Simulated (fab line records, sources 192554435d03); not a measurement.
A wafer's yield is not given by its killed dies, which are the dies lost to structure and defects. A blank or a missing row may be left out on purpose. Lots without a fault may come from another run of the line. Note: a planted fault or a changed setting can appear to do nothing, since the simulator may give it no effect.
Which tool did it?    flow n5Finfet    8 lots, 24 wafers sampled, at 5 steps of a route of 1938

== WHAT EACH GAUGE READ, for each wafer ==
N5_BEOL_M2_CD_MEAS_18: pitch 36 nm, target cd 18 nm. Usual: cdNm 18.0 nm, standard deviation 0.31.
lot   measured      on        cdNm (nm)       flag
L208  day 7 17:23   cdSem-02  18.2 18.1 18.1  
L209  day 7 22:08   cdSem-03  18.4 17.9 18.3  
L210  day 7 23:16   cdSem-02  17.8 18.0 17.9  
L213  day 8 18:15   cdSem-02  17.6 17.8 17.6  
L214  day 9 01:28   cdSem-03  18.2 18.2 17.9  
L223  day 11 01:14  cdSem-03  18.4 18.2 18.5  
L224  day 11 10:29  cdSem-03  18.4 18.2 17.8  
L228  day 12 11:28  cdSem-01  18.1 18.0 17.7  

N5_BEOL_M4_RC_MEAS_101. Usual: DIBL_N 36.3 mV/V, standard deviation 1.1; DIBL_P 36.3 mV/V, standard deviation 1.4; IOFF_N 0.155 nA/um, standard deviation 0.019; IOFF_P 0.211 nA/um, standard deviation 0.027; ION_N 672 uA/um, standard deviation 8.5; ION_P 462 uA/um, standard deviation 5.8; SS_N 71.5 mV/dec, standard deviation 0.56; SS_P 73.3 mV/dec, standard deviation 0.52; VT_N 249.9 mV, standard deviation 2.5; VT_P -249.8 mV, standard deviation 2.8.
lot   measured      on         DIBL_N (mV/V)   DIBL_P (mV/V)   IOFF_N (nA/um)     IOFF_P (nA/um)     ION_N (uA/um)  ION_P (uA/um)  SS_N (mV/dec)   SS_P (mV/dec)   VT_N (mV)          VT_P (mV)             flag
L208  day 10 12:52  prober-01  35.6 34.9 35.7  36.9 35.4 35.9  0.152 0.134 0.153  0.178 0.170 0.178  669 670 671    451 456 455    71.1 71.3 72.0  73.6 73.3 73.3  248.7 249.2 251.5  -253.7 -252.4 -253.4  
L209  day 10 03:50  prober-01  35.0 35.6 36.1  36.1 37.4 37.8  0.126 0.148 0.149  0.198 0.235 0.227  669 679 668    459 473 458    70.9 71.3 71.5  72.1 73.1 72.3  255.9 248.9 251.6  -249.1 -247.1 -248.8  
L210  day 10 22:22  prober-01  37.2 36.5 35.9  37.1 36.6 35.2  0.172 0.161 0.140  0.244 0.243 0.227  676 672 669    472 467 469    71.9 71.8 71.0  73.9 73.0 72.7  248.4 247.0 252.1  -244.4 -247.3 -248.4  
L213  day 13 01:34  prober-02  36.7 37.7 36.1  37.0 37.7 34.9  0.177 0.182 0.156  0.217 0.223 0.183  689 677 670    466 459 456    71.6 72.3 71.0  74.0 73.2 73.2  250.4 245.9 249.7  -248.3 -247.1 -251.6  
L214  day 17 15:38  prober-02  35.6 35.7 36.2  35.6 36.2 36.6  0.134 0.138 0.144  0.184 0.190 0.195  670 664 668    460 463 461    71.4 71.3 71.4  73.3 72.7 73.2  250.1 251.8 250.7  -253.3 -253.4 -251.7  
L223  day 16 16:17  prober-01  36.3 36.7 35.7  36.6 36.6 35.8  0.168 0.178 0.158  0.226 0.231 0.221  687 688 690    470 471 471    71.9 71.6 71.9  73.7 74.1 73.8  247.1 243.7 247.6  -248.9 -246.9 -246.9  
L224  day 17 01:21  prober-02  38.3 37.5 36.9  37.3 35.8 35.6  0.176 0.154 0.149  0.236 0.206 0.204  677 680 669    462 465 457    71.2 71.6 71.5  73.9 73.1 73.6  245.9 252.5 250.5  -248.3 -249.6 -249.6  
L228  day 17 17:07  prober-01  35.6 36.3 36.0  35.2 34.7 35.2  0.158 0.159 0.158  0.210 0.200 0.205  682 666 675    464 459 458    72.1 72.0 71.3  73.3 73.4 73.0  248.2 249.2 249.8  -248.4 -250.9 -249.2  

== WHICH TOOL RAN EACH LOT (tool, then ch and the chambers of the sampled wafers, then the start) ==
lot   N5_BEOL_M2_DESCUM_33               N5_BEOL_M2_ETCH_77                 N5_BEOL_M2_VIA_ETCH_34
L208  rieDiel-02 ch 1,2,3, day 7 18:15   rieDiel-02 ch 1,2,3, day 7 18:17   rieDiel-02 ch 1,2, day 8 01:43
L209  rieDiel-04 ch 1,2, day 7 22:34     rieDiel-04 ch 1,2, day 7 22:37     rieDiel-05 ch 0,2, day 8 01:50
L210  rieDiel-05 ch 0,2,3, day 7 23:43   rieDiel-05 ch 0,2,3, day 7 23:44   rieDiel-02 ch 1,2, day 8 07:09
L213  rieDiel-04 ch 0,1,3, day 8 18:41   rieDiel-04 ch 0,1,3, day 8 18:44   rieDiel-02 ch 1,2,3, day 9 06:45
L214  rieDiel-05 ch 0,3, day 9 02:02     rieDiel-05 ch 0,3, day 9 02:04     rieDiel-02 ch 0,1,3, day 9 14:26
L223  rieDiel-04 ch 0,1,3, day 11 01:49  rieDiel-04 ch 0,1,3, day 11 01:51  rieDiel-02 ch 0,1,3, day 12 18:51
L224  rieDiel-02 ch 0,2,3, day 11 11:03  rieDiel-02 ch 0,2,3, day 11 11:05  rieDiel-04 ch 0,3, day 13 03:34
L228  rieDiel-02 ch 0,1,3, day 12 12:02  rieDiel-02 ch 0,1,3, day 12 12:04  rieDiel-02 ch 0,1,3, day 14 01:40
- N5_BEOL_M2_DESCUM_33: chemistry O2, time 7 s.
- N5_BEOL_M2_ETCH_77: etches underlayer in N2/H2, target depth 6.5 nm, time 5.2 s.
- N5_BEOL_M2_VIA_ETCH_34: etches the open film in C4F6/O2, target depth 69.4 nm, time 65.9 s.

== WHAT THE TOOLS THEMSELVES READ (means of the sampled wafers that have a number; where no wafer has one, the mark that the record gives instead) ==
N5_BEOL_M2_DESCUM_33. Usual: chamberPressureMTorr 19.999 mTorr, standard deviation 0.017; drypumpMotorCurrentA 5.7 A, standard deviation 0.44; oesProductAu 0.78 a.u., standard deviation 0.1; rfVppV 243.5 V, standard deviation 1.5; showerheadPlenumPTorr 2.12 Torr, standard deviation 0.081; throttleValvePct 20.50 %, standard deviation 0.16.
lot   tool        chamberPressureMTorr (mTorr)  drypumpMotorCurrentA (A)  oesProductAu (a.u.)  rfVppV (V)  showerheadPlenumPTorr (Torr)  throttleValvePct (%)  flag
L208  rieDiel-02  19.991                        5.7                       0.78                 243.3       2.13                          20.50                 
L209  rieDiel-04  19.986                        5.4                       0.84                 241.7       2.05                          20.51                 
L210  rieDiel-05  19.983                        6.2                       0.78                 243.0       2.15                          20.58                 
L213  rieDiel-04  19.983                        5.6                       0.86                 243.6       2.14                          20.48                 
L214  rieDiel-05  20.001                        6.5                       0.77                 244.0       2.16                          20.53                 
L223  rieDiel-04  20.013                        5.6                       0.92                 244.5       2.13                          20.39                 
L224  rieDiel-02  19.979                        5.6                       0.75                 243.0       2.06                          20.54                 
L228  rieDiel-02  20.006                        5.7                       0.72                 241.7       2.05                          20.52                 

N5_BEOL_M2_ETCH_77. Usual: chamberPressureMTorr is 30.00 mTorr with standard deviation 0.04, drypumpMotorCurrentA is 5.8 A with standard deviation 0.44, etchRfOnTimeS is 5.21 s with standard deviation 0.078, oesProductAu is 0.67 a.u. with standard deviation 0.087, rfVppV is 524.9 V with standard deviation 2.9, showerheadPlenumPTorr is 2.57 Torr with standard deviation 0.1, and throttleValvePct is 17.95 % with standard deviation 0.14.
lot   tool        chamberPressureMTorr (mTorr)  drypumpMotorCurrentA (A)  etchRfOnTimeS (s)  oesProductAu (a.u.)  rfVppV (V)  showerheadPlenumPTorr (Torr)  throttleValvePct (%)  flag
L208  rieDiel-02  29.99                         5.7                       5.23               0.66                 525.1       2.59                          17.96                 
L209  rieDiel-04  30.02                         5.5                       5.18               0.72                 522.9       2.50                          17.93                 
L210  rieDiel-05  29.99                         6.2                       5.21               0.67                 526.8       2.62                          18.00                 
L213  rieDiel-04  29.98                         5.6                       5.14               0.74                 525.7       2.60                          17.97                 
L214  rieDiel-05  29.98                         6.5                       5.23               0.66                 525.6       2.62                          17.94                 
L223  rieDiel-04  29.96                         5.6                       5.13               0.79                 525.1       2.59                          17.84                 
L224  rieDiel-02  30.02                         5.6                       5.23               0.64                 522.8       2.50                          17.98                 
L228  rieDiel-02  30.01                         5.6                       5.29               0.61                 522.2       2.49                          17.93                 

N5_BEOL_M2_VIA_ETCH_34. Usual: chamberPressureMTorr is 14.998 mTorr with standard deviation 0.013, drypumpMotorCurrentA is 5.7 A with standard deviation 0.4, oesProductAu is 0.80 a.u. with standard deviation 0.097, rfVppV is 667 V with standard deviation 6.4, runLengthS is 89.2 s with standard deviation 0.51, showerheadPlenumPTorr is 2.88 Torr with standard deviation 0.1, and throttleValvePct is 30.77 % with standard deviation 0.14.
lot   tool        chamberPressureMTorr (mTorr)  drypumpMotorCurrentA (A)  oesProductAu (a.u.)  rfVppV (V)  runLengthS (s)  showerheadPlenumPTorr (Torr)  throttleValvePct (%)  flag
L208  rieDiel-02  15.012                        5.7                       0.78                 672         88.9            2.96                          30.78                 
L209  rieDiel-05  14.994                        6.0                       0.77                 666         88.9            2.92                          30.96                 
L210  rieDiel-02  14.999                        5.7                       0.75                 669         89.4            2.96                          30.71                 
L213  rieDiel-02  15.006                        5.7                       0.76                 667         87.5            2.88                          30.81                 OFF
L214  rieDiel-02  15.007                        5.7                       0.73                 665         87.6            2.79                          30.78                 OFF
L223  rieDiel-02  14.998                        5.6                       0.71                 665         89.4            2.78                          30.79                 
L224  rieDiel-04  14.998                        5.8                       0.91                 670         89.0            2.96                          30.61                 
L228  rieDiel-02  15.000                        5.6                       0.71                 665         89.2            2.78                          30.80                 

== THE ANSWER, worked out from the rows above alone ==
Rule: take the mean of a lot's wafers that have a number; if it is more than 3 standard deviations from the usual mean, the lot is off. A lot without any number at a reading at which 4 lots or more have one is off too. All remaining lots with rows at the step are treated as sound. After the gauges, taken in route order, come the tools' own readings; for these a lot's mean is taken, as printed above. At the first step where some lot is off, the reading lying furthest off is the one used; lots without a number count as furthest.
Off, at N5_BEOL_M2_VIA_ETCH_34 on runLengthS: L213, L214.
If a tool, at that step or one of the process steps before it, ran each lot that is off and ran no sound lot following the first of them, it fits. Not one of the candidates tried fits.

== WHAT HAD BEEN PUT IN BY THE SIMULATOR ==
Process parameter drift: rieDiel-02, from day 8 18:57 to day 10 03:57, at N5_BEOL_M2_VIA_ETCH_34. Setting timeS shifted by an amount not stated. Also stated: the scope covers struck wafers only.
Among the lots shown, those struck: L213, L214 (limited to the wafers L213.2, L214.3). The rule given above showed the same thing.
